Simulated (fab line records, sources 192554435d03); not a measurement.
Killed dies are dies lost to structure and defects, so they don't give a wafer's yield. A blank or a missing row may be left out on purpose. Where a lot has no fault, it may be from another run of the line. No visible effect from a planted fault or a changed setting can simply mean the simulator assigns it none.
Which tool is to blame?    flow n5 finfet    15 lots with 42 wafers sampled at 9 steps, on a route of 1938 steps

WHAT THE GAUGES READ, wafer by wafer
N5_FIN_SAQP_CD_MEAS_31: target cd 8 nm. Usual: cd nm at 8.12 nm, with a standard deviation of 0.22.
lot   measured     on         cd nm (nm)      flag
L629  day 2 01:47  cd sem-01  8.05 8.21 8.34  
L631  day 2 13:27  cd sem-01  7.84 7.96 7.78  
L632  day 2 19:36  cd sem-01  8.12 7.96 8.03  
L633  day 3 02:17  cd sem-03  8.32 8.30 7.99  
L634  day 3 08:15  cd sem-03  8.26 8.19 8.18  
L636  day 3 19:35  cd sem-03  8.04 8.00 8.23  
L638  day 4 08:02  cd sem-03  8.35 8.28 8.31  
L639  day 4 14:59  cd sem-02  8.19 8.34 8.09  
L642  day 5 10:11  cd sem-03  2.79 8.04       OFF
L643  day 5 14:17  cd sem-02  8.39 3.20       OFF
L644  day 5 20:14  cd sem-01  8.17 3.35       OFF
L645  day 6 01:25  cd sem-02  8.33 8.05 7.64  
L647  day 6 14:44  cd sem-03  8.09 7.86 8.33  
L650  day 7 09:08  cd sem-02  8.24 8.06 7.72  
L652  day 7 19:44  cd sem-03  7.93 8.17 7.91  

N5_FIN_SAQP_CD_MEAS_37: target cd 8 nm. Usual: cd nm at 8.14 nm, with a standard deviation of 0.27.
lot   measured     on         cd nm (nm)      flag
L629  day 2 02:17  cd sem-01  7.91 7.79 8.51  
L631  day 2 13:55  cd sem-01  8.41 8.51 8.45  
L632  day 2 20:03  cd sem-01  8.23 8.22 8.09  
L633  day 3 02:45  cd sem-01  7.93 8.72 8.02  
L634  day 3 08:42  cd sem-02  7.93 8.45 8.23  
L636  day 3 20:03  cd sem-02  7.62 8.31 7.88  
L638  day 4 08:29  cd sem-01  7.97 8.00 8.43  
L639  day 4 15:37  cd sem-01  8.40 8.38 7.93  
L642  day 5 10:43  cd sem-03  2.64 8.10       OFF
L643  day 5 14:45  cd sem-02  8.39 3.02       OFF
L644  day 5 20:41  cd sem-02  8.01 3.09       OFF
L645  day 6 01:53  cd sem-03  8.56 8.45 8.03  
L647  day 6 15:12  cd sem-01  8.33 8.14 7.90  
L650  day 7 09:35  cd sem-03  8.40 8.42 7.97  
L652  day 7 20:11  cd sem-02  7.68 8.24 8.10  

N5_STI_FIN_REVEAL_CD_MEAS_22: target cd 6.238 nm, pitch 28 nm. Usual: cd nm at 6.31 nm, with a standard deviation of 0.29.
lot   measured     on         cd nm (nm)      flag
L629  day 2 12:28  cd sem-01  5.66 6.24 6.61  
L631  day 3 00:42  cd sem-03  6.25 6.73 6.47  
L632  day 3 06:55  cd sem-03  6.20 6.42 6.21  
L633  day 3 13:15  cd sem-02  5.91 6.52 6.30  
L634  day 3 19:07  cd sem-01  6.21 6.34 6.33  
L636  day 4 06:43  cd sem-01  6.06 6.42 5.86  
L638  day 4 19:25  cd sem-01  5.72 6.37 6.32  
L639  day 5 05:12  cd sem-02  6.43 6.68 6.04  
L642  day 5 21:34  cd sem-02  1.14 5.94       OFF
L643  day 6 01:28  cd sem-01  6.69 1.00       OFF
L644  day 6 06:46  cd sem-03  6.49 1.77       OFF
L645  day 6 12:09  cd sem-01  6.79 6.73 6.24  
L647  day 7 01:52  cd sem-02  6.28 6.43 6.44  
L650  day 7 20:34  cd sem-02  6.59 6.54 6.53  
L652  day 8 06:45  cd sem-01  5.81 6.55 6.22  

N5_BEOL_M4_RC_MEAS_101. Usual: DIBL_N 36.4 mV/V, standard deviation 2.7; DIBL_P 36 mV/V, standard deviation 3.2; IOFF_N 0.16 nA/um, standard deviation 0.046; IOFF_N_85C 3.2 nA/um, standard deviation 0.74; IOFF_N_LIN 0.075 nA/um, standard deviation 0.017; IOFF_P 0.21 nA/um, standard deviation 0.055; IOFF_P_85C 3.7 nA/um, standard deviation 0.82; IOFF_P_LIN 0.100 nA/um, standard deviation 0.02; ION_N 677 uA/um, standard deviation 15; ION_P 464 uA/um, standard deviation 11; SS_N 71.5 mV/dec, standard deviation 0.79; SS_P 73.3 mV/dec, standard deviation 0.93; VT_N 250 mV, standard deviation 4.1; VT_N_LVT 99 mV, standard deviation 3.6; VT_P -251 mV, standard deviation 4.4; VT_P_LVT -99 mV, standard deviation 3.5.
lot   measured      on         DIBL_N (mV/V)   DIBL_P (mV/V)  IOFF_N (nA/um)  IOFF_N_85C (nA/um)  IOFF_N_LIN (nA/um)  IOFF_P (nA/um)  IOFF_P_85C (nA/um)  IOFF_P_LIN (nA/um)  ION_N (uA/um)  ION_P (uA/um)  SS_N (mV/dec)   SS_P (mV/dec)   VT_N (mV)    VT_N_LVT (mV)  VT_P (mV)       VT_P_LVT (mV)   flag
L629  day 7 20:13   prober-01  34.9 36.4 39.0  35 37 41       0.14 0.18 0.23  2.8 3.5 4.3         0.067 0.083 0.102   0.22 0.26 0.35  3.9 4.5 5.8         0.110 0.128 0.151   670 683 690    466 472 470    72.1 72.4 72.5  73.6 73.2 75.1  251 247 247  104 100 97     -247 -245 -240  -98 -96 -93     
L631  day 9 09:14   prober-02  36.1 37.3 37.3  36 37 38       0.15 0.18 0.18  2.9 3.4 3.4         0.074 0.085 0.086   0.20 0.23 0.24  3.5 4.0 4.2         0.095 0.106 0.111   674 681 689    469 471 474    70.7 71.8 71.7  72.6 74.1 73.8  250 247 246  97 94 95       -248 -250 -248  -100 -97 -97    
L632  day 8 21:05   prober-01  38.3 37.2 35.4  40 38 36       0.22 0.19 0.16  4.3 3.7 3.2         0.103 0.091 0.079   0.36 0.28 0.26  5.9 4.7 4.5         0.157 0.131 0.125   695 691 682    487 478 481    72.9 72.2 72.0  73.0 73.6 73.0  242 245 248  94 95 97       -239 -242 -243  -90 -93 -93     
L633  day 9 14:45   prober-02  31.4 36.5 35.3  29 36 34       0.09 0.17 0.14  1.8 3.1 2.6         0.045 0.078 0.064   0.13 0.21 0.18  2.3 3.7 3.2         0.068 0.100 0.087   648 691 677    452 470 463    69.9 71.7 71.3  71.0 72.6 72.5  256 246 252  105 96 101     -257 -249 -253  -106 -100 -101  
L634  day 10 00:55  prober-02  32.8 35.5 34.9  32 35 34       0.11 0.15 0.14  2.3 3.0 2.8         0.055 0.072 0.070   0.14 0.19 0.16  2.5 3.2 2.8         0.072 0.090 0.078   648 673 696    457 457 462    70.1 70.9 72.1  72.0 72.6 73.0  253 249 250  102 96 97      -255 -253 -255  -105 -101 -104  
L636  day 10 16:34  prober-01  32.3 36.5 33.2  32 38 33       0.10 0.17 0.11  2.2 3.3 2.4         0.053 0.079 0.055   0.15 0.23 0.16  2.8 3.9 2.9         0.081 0.108 0.084   669 687 665    465 472 458    70.9 71.7 70.6  71.4 72.6 71.4  255 248 251  102 96 102     -253 -250 -252  -102 -97 -100   
L638  day 10 19:54  prober-01  37.4 38.3 39.2  37 37 40       0.14 0.16 0.18  2.9 3.3 3.6         0.067 0.077 0.085   0.21 0.23 0.28  3.7 4.0 4.7         0.097 0.105 0.121   667 686 690    468 472 473    71.6 71.9 71.7  73.1 73.2 74.1  254 251 247  102 97 95      -250 -249 -247  -99 -97 -94     
L639  day 10 22:13  prober-02  36.4 37.7 36.7  37 38 36       0.16 0.19 0.15  3.1 3.6 3.0         0.075 0.087 0.071   0.22 0.23 0.19  3.8 3.9 3.4         0.109 0.108 0.096   677 709 672    468 480 457    71.0 71.3 71.5  74.2 73.8 73.1  247 243 251  99 94 99       -248 -249 -252  -99 -99 -101    
L642  day 11 23:30  prober-01  1.8 39.2        -10 41         0.00 0.20       0.1 3.7             0.001 0.082         0.00 0.24       0.1 4.2             0.006 0.110         419 671        338 459        64.2 72.4       61.5 74.0       331 251      181 100        -302 -249       -152 -99        OFF
L643  day 11 17:52  prober-02  38.7 4.1        39 -9          0.24 0.00       4.3 0.1             0.095 0.001         0.25 0.01       4.2 0.2             0.108 0.007         684 411        456 327        72.1 65.4       75.0 62.3       244 329      95 180         -251 -302       -97 -150        OFF
L644  day 12 11:10  prober-01  34.2 6.6        34 -6          0.13 0.00       2.6 0.1             0.060 0.002         0.17 0.01       3.0 0.2             0.086 0.008         651 435        447 339        71.6 65.5       73.1 62.6       251 324      102 171        -252 -295       -103 -146       OFF
L645  day 12 02:02  prober-01  36.6 40.7 37.0  38 43 40       0.16 0.25 0.16  3.1 4.3 3.1         0.074 0.102 0.075   0.19 0.26 0.21  3.4 4.3 3.6         0.091 0.109 0.095   692 694 668    463 461 454    71.7 72.5 70.8  73.7 74.8 73.7  248 247 254  97 93 98       -253 -250 -254  -100 -97 -99    
L647  day 12 22:44  prober-02  34.7 37.8 34.3  35 41 36       0.13 0.18 0.12  2.6 3.4 2.5         0.060 0.081 0.061   0.14 0.22 0.16  2.6 3.7 2.8         0.073 0.097 0.077   667 671 658    445 450 445    71.0 72.3 71.2  72.4 73.9 72.7  255 251 254  101 97 100     -255 -253 -258  -106 -102 -104  
L650  day 14 04:37  prober-02  36.8 37.1 37.0  37 38 38       0.19 0.20 0.17  3.7 3.7 3.3         0.089 0.088 0.079   0.23 0.23 0.23  4.0 3.9 3.9         0.107 0.104 0.104   697 694 673    475 466 466    71.2 71.2 71.6  72.9 73.8 74.1  246 246 247  95 95 99       -248 -253 -251  -98 -99 -98     
L652  day 14 07:26  prober-01  28.6 32.5 32.1  29 32 33       0.06 0.11 0.11  1.4 2.3 2.2         0.036 0.054 0.054   0.09 0.12 0.13  1.9 2.3 2.4         0.053 0.064 0.067   633 658 677    435 440 462    70.3 71.0 70.6  70.7 71.9 71.7  264 256 253  110 101 102    -265 -259 -259  -110 -107 -106  

EACH LOT AND THE TOOL THAT RAN IT (in order: tool; ch and the chambers of the sampled wafers; start)
lot   N5_FIN_SAQP_ETCH_65              N5_FIN_SAQP_ETCH_69                N5_FIN_SAQP_SPACER2_ALD_28        N5_FIN_SAQP_HM_CD_35    N5_FIN_SAQP_FIN_ETCH_36
L629  rie si-01 ch 0,2,3, day 2 00:04  rie diel-04 ch 0,3, day 2 00:53    ald sin-02 ch 1,2, day 2 01:11    cd sem-01, day 2 02:05  rie si-03 ch 1,2,3, day 2 02:10
L631  rie si-02 ch 2,3, day 2 12:03    rie diel-01 ch 0,1,3, day 2 12:38  ald sin-04 ch 0,1,2, day 2 13:04  cd sem-02, day 2 13:43  rie si-01 ch 0,1,2, day 2 13:47
L632  rie si-01 ch 0,2,3, day 2 18:05  rie diel-04 ch 2,3, day 2 18:41    ald sin-02 ch 0,1,3, day 2 18:59  cd sem-01, day 2 19:52  rie si-02 ch 2,3, day 2 19:56
L633  rie si-01 ch 1,2,3, day 3 00:55  rie diel-04 ch 0,1,2, day 3 01:28  ald sin-02 ch 1,2,3, day 3 01:46  cd sem-02, day 3 02:34  rie si-01 ch 0,1,2, day 3 02:38
L634  rie si-02 ch 0,3, day 3 06:28    rie diel-06 ch 1,2,3, day 3 07:09  ald sin-01 ch 0,2, day 3 07:31    cd sem-02, day 3 08:31  rie si-03 ch 2,3, day 3 08:35
L636  rie si-02 ch 0,2,3, day 3 18:13  rie diel-04 ch 1,3, day 3 18:46    ald sin-02 ch 0,1, day 3 19:04    cd sem-01, day 3 19:52  rie si-03 ch 1,2,3, day 3 19:56
L638  rie si-03 ch 0,3, day 4 06:27    rie diel-04 ch 0,2,3, day 4 07:01  ald sin-04 ch 2,3, day 4 07:28    cd sem-02, day 4 08:17  rie si-03 ch 0,1,3, day 4 08:21
L639  rie si-02 ch 0,3, day 4 12:40    rie diel-06 ch 1,2,3, day 4 13:13  ald sin-01 ch 1,2,3, day 4 14:28  cd sem-02, day 4 15:26  rie si-02 ch 0,1, day 4 15:30
L642  rie si-02 ch 0,3, day 5 08:27    rie diel-06 ch 0,2, day 5 09:15    ald sin-01 ch 0,3, day 5 09:36    cd sem-03, day 5 10:31  rie si-01 ch 1,2, day 5 10:35
L643  rie si-01 ch 1,3, day 5 12:40    rie diel-06 ch 1,2, day 5 13:28    ald sin-01 ch 1,2, day 5 13:46    cd sem-01, day 5 14:34  rie si-03 ch 0,2, day 5 14:37
L644  rie si-03 ch 1,3, day 5 18:42    rie diel-06 ch 0,3, day 5 19:16    ald sin-01 ch 1,3, day 5 19:43    cd sem-02, day 5 20:31  rie si-03 ch 1,3, day 5 20:34
L645  rie si-01 ch 2,3, day 5 23:43    rie diel-06 ch 0,1,2, day 6 00:16  ald sin-04 ch 1,2, day 6 00:35    cd sem-01, day 6 01:42  rie si-02 ch 0,1,2, day 6 01:46
L647  rie si-03 ch 0,1,2, day 6 13:14  rie diel-04 ch 0,1, day 6 13:48    ald sin-02 ch 1,2, day 6 14:13    cd sem-02, day 6 15:01  rie si-02 ch 0,2,3, day 6 15:04
L650  rie si-03 ch 0,2,3, day 7 07:44  rie diel-06 ch 1,2,3, day 7 08:19  ald sin-02 ch 0,1,3, day 7 08:37  cd sem-02, day 7 09:24  rie si-02 ch 0,1,2, day 7 09:28
L652  rie si-03 ch 1,2,3, day 7 18:08  rie diel-01 ch 0,1,3, day 7 18:43  ald sin-04 ch 1,2, day 7 19:13    cd sem-03, day 7 20:00  rie si-01 ch 0,1,2, day 7 20:04
- N5_FIN_SAQP_ETCH_65: etches SiO2 in CF4, target depth 4 nm, time 4.4 s.
- N5_FIN_SAQP_ETCH_69: etches SOC in N2/H2, stops on SiNx, target depth 150 nm.
- N5_FIN_SAQP_SPACER2_ALD_28: deposits SiO2, target thk 8.1 nm, pulse time 1 s, purge time 2 s.
- N5_FIN_SAQP_HM_CD_35: target cd 8 nm.
- N5_FIN_SAQP_FIN_ETCH_36: etches the open film in HBr/Cl2/O2, target depth 120 nm, time 50.4 s.

WHAT THE TOOLS THEMSELVES READ (means of the sampled wafers that have a number; where no wafer has one, the mark that the record gives instead)
N5_FIN_SAQP_ETCH_65. Usual: drypump motor current A 5.6 A, standard deviation 0.53; oes product au 0.995 a.u., standard deviation 0.023; throttle valve pct 21.8 %, standard deviation 0.33.
lot   tool       drypump motor current A (A)  oes product au (a.u.)  throttle valve pct (%)  flag
L629  rie si-01  5.5                          0.975                  22.0                    
L631  rie si-02  5.5                          1.027                  21.5                    
L632  rie si-01  5.5                          0.975                  22.0                    
L633  rie si-01  5.3                          0.972                  22.1                    
L634  rie si-02  5.7                          1.008                  22.0                    
L636  rie si-02  5.6                          1.021                  21.7                    
L638  rie si-03  6.1                          0.993                  21.5                    
L639  rie si-02  5.7                          1.016                  22.0                    
L642  rie si-02  5.5                          1.006                  21.9                    
L643  rie si-01  5.2                          0.982                  22.1                    
L644  rie si-03  5.3                          0.993                  21.6                    
L645  rie si-01  4.9                          0.986                  22.2                    
L647  rie si-03  5.7                          0.998                  21.4                    
L650  rie si-03  5.8                          1.002                  21.6                    
L652  rie si-03  5.4                          0.996                  21.6                    

N5_FIN_SAQP_ETCH_69. Usual: drypump motor current A 5.6 A, standard deviation 0.43; oes product au 0.80 a.u., standard deviation 0.087; rf vpp V 241.0 V, standard deviation 1.3; showerhead plenum p Torr 2.55 Torr, standard deviation 0.078; throttle valve pct 17.72 %, standard deviation 0.24.
lot   tool         drypump motor current A (A)  oes product au (a.u.)  rf vpp V (V)  showerhead plenum p Torr (Torr)  throttle valve pct (%)  flag
L629  rie diel-04  5.4                          0.87                   240.5         2.48                             17.65                   
L631  rie diel-01  5.6                          0.78                   241.2         2.58                             17.98                   
L632  rie diel-04  5.7                          0.79                   240.3         2.53                             17.59                   
L633  rie diel-04  5.9                          0.76                   241.0         2.55                             17.74                   
L634  rie diel-06  5.7                          0.86                   240.1         2.50                             17.76                   
L636  rie diel-04  5.6                          0.75                   241.2         2.59                             18.04                   
L638  rie diel-04  5.7                          0.80                   240.0         2.49                             17.61                   
L639  rie diel-06  5.8                          0.83                   240.9         2.50                             17.78                   
L642  rie diel-06  5.4                          0.80                   241.9         2.61                             17.55                   
L643  rie diel-06  6.0                          0.93                   242.3         2.66                             17.59                   
L644  rie diel-06  5.2                          0.81                   241.7         2.56                             17.64                   
L645  rie diel-06  5.8                          0.85                   241.9         2.65                             17.56                   
L647  rie diel-04  5.9                          0.71                   241.5         2.57                             17.99                   
L650  rie diel-06  5.7                          0.88                   241.1         2.59                             17.69                   
L652  rie diel-01  5.5                          0.74                   241.2         2.57                             18.05                   

N5_FIN_SAQP_SPACER2_ALD_28. Usual: heater power w 479 W, standard deviation 42; precursor pulse height rel 1.000, standard deviation 0.019.
lot   tool        heater power w (W)  precursor pulse height rel  flag
L629  ald sin-02  438                 0.995                       
L631  ald sin-04  479                 0.993                       
L632  ald sin-02  532                 0.996                       
L633  ald sin-02  502                 1.009                       
L634  ald sin-01  467                 1.006                       
L636  ald sin-02  531                 1.009                       
L638  ald sin-04  461                 0.988                       
L639  ald sin-01  465                 1.001                       
L642  ald sin-01  458                 1.003                       
L643  ald sin-01  476                 1.003                       
L644  ald sin-01  470                 0.990                       
L645  ald sin-04  497                 1.012                       
L647  ald sin-02  436                 0.987                       
L650  ald sin-02  537                 0.996                       
L652  ald sin-04  496                 1.007                       

N5_FIN_SAQP_HM_CD_35. Usual: cd nm at 8.15 nm, with a standard deviation of 0.25.
lot   tool       cd nm (nm)  flag
L629  cd sem-01  8.16        
L631  cd sem-02  8.11        
L632  cd sem-01  8.04        
L633  cd sem-02  7.96        
L634  cd sem-02  8.24        
L636  cd sem-01  7.96        
L638  cd sem-02  8.17        
L639  cd sem-02  8.13        
L642  cd sem-03  5.24        OFF
L643  cd sem-01  5.88        OFF
L644  cd sem-02  5.59        OFF
L645  cd sem-01  8.51        
L647  cd sem-02  8.26        
L650  cd sem-02  8.21        
L652  cd sem-03  7.97        

N5_FIN_SAQP_FIN_ETCH_36. Usual: drypump motor current A 5.6 A, standard deviation 0.51; oes product au 0.997 a.u., standard deviation 0.025; throttle valve pct 36.0 %, standard deviation 0.42.
lot   tool       drypump motor current A (A)  oes product au (a.u.)  throttle valve pct (%)  flag
L629  rie si-03  5.4                          0.999                  35.6                    
L631  rie si-01  5.8                          0.971                  36.4                    
L632  rie si-02  5.2                          1.013                  35.6                    
L633  rie si-01  5.8                          0.978                  36.3                    
L634  rie si-03  5.6                          1.001                  36.0                    
L636  rie si-03  5.5                          0.997                  35.6                    
L638  rie si-03  5.7                          1.006                  35.7                    
L639  rie si-02  6.0                          1.020                  36.3                    
L642  rie si-01  5.5                          0.958                  36.5                    
L643  rie si-03  6.1                          0.990                  35.4                    
L644  rie si-03  5.3                          1.004                  35.8                    
L645  rie si-02  5.9                          1.019                  36.1                    
L647  rie si-02  5.6                          1.021                  35.9                    
L650  rie si-02  5.9                          1.015                  36.1                    
L652  rie si-01  5.8                          0.968                  36.4                    

THE ANSWER, worked out from the rows above alone
Rule: a lot is off if the mean of its wafers that have a number lies more than 3 standard deviations from the usual mean. A lot without any number at a reading at which 4 lots or more have one is off too. Where the step has rows for the other lots, those lots are counted as sound. After the gauges, taken in route order, come the tools' own readings; for these a lot's mean is taken, as printed above. The first step at which some lot is off is used, and at that step the reading that is off furthest; a lot without a number counts as furthest.
Off, at N5_FIN_SAQP_CD_MEAS_31 on cd nm: L642, L643, L644.
If a tool, at a process step before that reading, ran all the lots that are off and no sound lot after the first of them, it fits. Not tried: the gauges at N5_FIN_SAQP_CD_MEAS_31; whatever is off there is also off at N5_BEOL_M4_RC_MEAS_101, on other tools, and gauge error can't account for it. One fits: ald sin-01 at N5_FIN_SAQP_SPACER2_ALD_28. Its last sound lot is L639 (day 4 14:28), its first lot that is off L642 (day 5 09:36): a fault that began between those two fits.

WHAT THE SIMULATOR PUT IN
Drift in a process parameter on ald sin-01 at N5_FIN_SAQP_SPACER2_ALD_28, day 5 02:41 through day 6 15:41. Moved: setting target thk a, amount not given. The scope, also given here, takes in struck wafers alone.
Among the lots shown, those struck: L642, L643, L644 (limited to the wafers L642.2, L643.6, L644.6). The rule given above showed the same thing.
